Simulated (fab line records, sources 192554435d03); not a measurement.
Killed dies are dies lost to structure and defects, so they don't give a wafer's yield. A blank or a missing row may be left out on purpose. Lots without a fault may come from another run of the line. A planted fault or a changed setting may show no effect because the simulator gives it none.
A struck lot beside a sound one | flow n5_finfet | 37 steps out of a route of 1938
Sound: wafers L856.1, L856.2, L856.5. Struck: wafer L857.5. (L857.3, L857.6 of the same lot were not struck and are left out.) The cause comes at the end.
At each step with rows: each side's tool, then ch and its chambers, then its first start. Under that, the readings that differ: sound wafers | struck wafers | difference of the means | sigmas: that difference in standard deviations of wafers without a fault.
alike: readings whose means differ by less than 2 such deviations, and words and numbers that are the same on both sides. not compared: withheld readings, readings that some wafer has no value for, bounds like >300 that may hide the same value, and numbers for which the record gives no deviation and whose values overlap.
The two part at a step that has a row with sigmas, a row that says differs or no value, or rows on one side only. Numbers that don't overlap but have no deviation are shown without sigmas and don't part them. A reading that every wafer of one side lacks parts them only if that side has two wafers or more.

first, 9 steps without rows for these wafers: N5_BEOL_M14_PRE_CLEAN_42 (time 30 s); N5_BEOL_M14_SPUTTER_43 (material TaN, target thk 15 nm, time 24.19 s); N5_BEOL_M14_SPUTTER_44 (material Ta, target thk 15 nm, time 24.19 s); N5_BEOL_M14_SPUTTER_45 (material Cu, target thk 100 nm, time 16.67 s); N5_BEOL_M14_ECD_47 (material Cu, target thk 1248 nm); N5_BEOL_M14_ANNEAL_48 (time 90 s); N5_BEOL_M14_CMP_49 (polishes, stops on SiO2, t overpolish 5.2 s, target thk 560 nm); N5_BEOL_M14_PRE_CLEAN_52 (time 15 s); N5_BEOL_M14_DEP_53 (deposits SiCN from 3MS/NH3, target thk 50 nm, time 17.8 s).
N5_BEOL_M15_ILD_DEP_00: deposits SiO2 from TEOS/O2, target thk 1629.3 nm, time 346.1 s.
  sound on pecvd-03 ch 0,1,2, day 11 16:34; struck on pecvd-03 ch 2, day 12 10:02
  reading                                       | sound                | struck | difference | sigmas
  heater_power_w (W)                            | 609 481 362          | 297    | -187       | -2
  susceptor_temp_C (C)                          | 399.88 399.93 400.02 | 385.56 | -14.38     | -76
  model.SiO2_of_BEOL_M15_ILD_DEP_00.thk_nm (nm) | 1627 1608 1656       | 1809   | +179       |
  alike: showerhead_plenum_p_Torr, throttle_valve_pct
  not compared: since_wet_clean_h
N5_BEOL_M15_THK_MEAS_01:
  sound on film_metro-01, day 11 16:49; struck on film_metro-02, day 12 10:17
  reading          | sound          | struck | difference | sigmas
  M15_ILD_THK (nm) | 1628 1607 1656 | 1809   | +179       | +8
then, 10 steps without rows for these wafers: N5_BEOL_M15_COAT_58 (time 60 s, resist thk 89 nm); N5_BEOL_M15_COAT_04 (resist thk 800 nm); N5_BEOL_M15_EBR_06; N5_BEOL_M15_SOFTBAKE_05 (time 60 s); N5_BEOL_M15_EXPOSE_07 (exposes mask V14); N5_BEOL_M15_PEB_08 (peb time 90 s); N5_BEOL_M15_DEVELOP_09 (develop time 45 s); N5_BEOL_M15_HARDBAKE_14 (time 120 s); N5_BEOL_M15_DESCUM_15 (chemistry O2, time 7.9 s); N5_BEOL_M15_ETCH_59 (etches BARC in N2/H2, target depth 89 nm, overetch 26.7 nm, time 67.9 s).
N5_BEOL_M15_VIA_ETCH_16: etches SiO2 in C4F8/O2/Ar, target depth 1792.2 nm.
  sound on rie_diel-06 ch 1,2, day 11 17:18; struck on rie_diel-03 ch 0, day 12 10:49
  reading                                    | sound          | struck | difference | sigmas
  model.etch.depth_nm (nm)                   | 1627 1608 1656 | 1809   | +179       |
  model.coat_of_BEOL_M15_COAT_04.thk_nm (nm) | 337 344 331.2  | 282.4  | -55.0      |
  alike: O2_flow_sccm, drypump_motor_current_A, mfc_ar_sccm, oes_product_au, rf_vpp_V, showerhead_plenum_p_Torr, throttle_valve_pct
then, 13 steps without rows for these wafers: N5_BEOL_M15_STRIP_63 (strips in O2); N5_BEOL_M15_STRIP_64 (strips in O2); N5_BEOL_M15_STRIP_65 (strips in post etch residue remover, time 60 s); N5_BEOL_M15_SRD_66 (time 30 s, dry time 30 s); N5_BEOL_M15_COAT_56 (time 60 s, resist thk 550 nm); N5_BEOL_M15_ETCH_57 (etches SOC in N2/H2, time 750 s); N5_BEOL_M15_COAT_60 (time 60 s, resist thk 89 nm); N5_BEOL_M15_COAT_22 (resist thk 800 nm); N5_BEOL_M15_EBR_24; N5_BEOL_M15_SOFTBAKE_23 (time 60 s); N5_BEOL_M15_EXPOSE_25 (exposes mask M15, target cd 400 nm); N5_BEOL_M15_PEB_26 (peb time 90 s); N5_BEOL_M15_DEVELOP_27 (develop time 45 s).
N5_BEOL_M15_CMP_49: polishes, stops on SiO2, t overpolish 4.9 s, target thk 850 nm.
  sound on cmp-03 ch 1,3, day 12 03:57; struck on cmp-04 ch 1, day 12 14:38
  reading                                       | sound          | struck | difference | sigmas
  model.SiO2_of_BEOL_M15_ILD_DEP_00.thk_nm (nm) | 1546 1529 1578 | 1731   | +180       |
  alike: motor_current_A
N5_PASSIVATION_PROBE_49:
  the record has rows for the struck wafers here (prober-01, day 13 05:21) and none for the sound ones

WHERE THEY PART
First at N5_BEOL_M15_ILD_DEP_00; last, within this record, at N5_PASSIVATION_PROBE_49.

WHY: what the simulator had put in
Process parameter drift: pecvd-03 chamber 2, from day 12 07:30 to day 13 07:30, at N5_BEOL_M15_ILD_DEP_00. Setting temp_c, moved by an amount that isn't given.
